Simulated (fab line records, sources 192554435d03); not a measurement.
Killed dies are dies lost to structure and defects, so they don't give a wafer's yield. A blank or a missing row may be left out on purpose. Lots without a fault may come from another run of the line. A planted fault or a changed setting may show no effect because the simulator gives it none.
Which tool did it? | flow n5_finfet | 12 lots, 36 wafers sampled, at 4 steps of a route of 1938

WHAT THE GAUGES READ, wafer by wafer
N5_BEOL_M3_RS_MEAS_58: measures by four-point-probe.
lot  | measured     | on            | M3_RS (ohm/sq)
L076 | day 10 01:25 | film_metro-02 | 0.664 0.636 0.656
L077 | day 10 12:07 | film_metro-01 | 0.677 0.593 0.632
L083 | day 11 09:40 | film_metro-02 | 0.701 0.658 0.662
L081 | day 11 20:13 | film_metro-01 | 0.635 0.607 0.622
L085 | day 12 07:19 | film_metro-01 | 0.631 0.634 0.649
L080 | day 12 11:55 | film_metro-02 | 0.697 0.662 0.635
L086 | day 13 07:41 | film_metro-01 | 0.638 0.668 0.659
L088 | day 13 10:56 | film_metro-01 | 0.705 0.654 0.630
L090 | day 13 15:15 | film_metro-02 | 0.676 0.660 0.652
L091 | day 14 01:28 | film_metro-01 | 0.635 0.714 0.652
L095 | day 14 12:28 | film_metro-01 | 0.712 0.675 0.673
L096 | day 14 17:59 | film_metro-02 | 0.662 0.605 0.625

WHICH TOOL RAN EACH LOT (tool, then ch and the chambers of the sampled wafers, then the start)
lot  | N5_BEOL_M3_TRENCH_ETCH_37                     | N5_BEOL_M3_SPUTTER_79        | N5_BEOL_M3_ANNEAL_51
L076 | rie_diel-02 ch 1,2,3, day 9 18:01 or earlier  | pvd_sputter-01, day 9 18:01  | rtp_anneal-01 ch 0, day 10 00:32
L077 | rie_diel-06 ch 0,3, day 10 09:30 or earlier   | pvd_sputter-01, day 10 09:30 | rtp_anneal-02 ch 0, day 10 11:17
L083 | rie_diel-02 ch 0,2,3, day 11 07:05 or earlier | pvd_sputter-03, day 11 07:05 | rtp_anneal-01 ch 0, day 11 08:49
L081 | rie_diel-02 ch 0,2,3, day 11 17:37 or earlier | pvd_sputter-03, day 11 17:37 | rtp_anneal-01 ch 0, day 11 19:29
L085 | rie_diel-02 ch 0,2,3, day 12 04:43 or earlier | pvd_sputter-01, day 12 04:43 | rtp_anneal-02 ch 0, day 12 06:35
L080 | rie_diel-06 ch 1,2, day 12 09:11 or earlier   | pvd_sputter-03, day 12 09:11 | rtp_anneal-02 ch 0, day 12 10:57
L086 | rie_diel-06 ch 0,2, day 13 05:05 or earlier   | pvd_sputter-01, day 13 05:05 | rtp_anneal-02 ch 0, day 13 06:54
L088 | rie_diel-05 ch 0,2,3, day 13 08:21 or earlier | pvd_sputter-02, day 13 08:21 | rtp_anneal-01 ch 0, day 13 10:10
L090 | rie_diel-05 ch 0,2, day 13 12:40 or earlier   | pvd_sputter-03, day 13 12:40 | rtp_anneal-02 ch 0, day 13 14:24
L091 | rie_diel-06 ch 1,3, day 13 22:43 or earlier   | pvd_sputter-01, day 13 22:43 | rtp_anneal-02 ch 0, day 14 00:37
L095 | rie_diel-02 ch 1,2,3, day 14 09:53 or earlier | pvd_sputter-03, day 14 09:53 | rtp_anneal-02 ch 0, day 14 11:40
L096 | rie_diel-06 ch 0,1, day 14 15:23 or earlier   | pvd_sputter-02, day 14 15:23 | rtp_anneal-01 ch 0, day 14 17:08
- N5_BEOL_M3_TRENCH_ETCH_37: etches SiOC in C4F6/O2, target depth 55.555 nm, time 29.2 s.
- N5_BEOL_M3_SPUTTER_79: material Cu, target thk 4.5 nm, time 8.29 s.
- N5_BEOL_M3_ANNEAL_51: time 90 s.

THE ANSWER, worked out from the rows above alone
Rule: what is usual is taken from the lots themselves. Put in order of their means at a reading, lots are off if they are a third of the lots or fewer, leave a main group of 4 or more, and stand apart from it by a gap of 3 or more times the standard deviation of the main group's means; of several such gaps the widest counts. A main group whose means are all the same, to the digits that the tables above print for the reading, isn't used. A lot without any number at a reading at which 4 lots or more have one is off too. The other lots that the step has rows for count as sound.
No lot is off at any reading shown: from this, nothing can be told.

WHAT THE SIMULATOR HAD PUT IN
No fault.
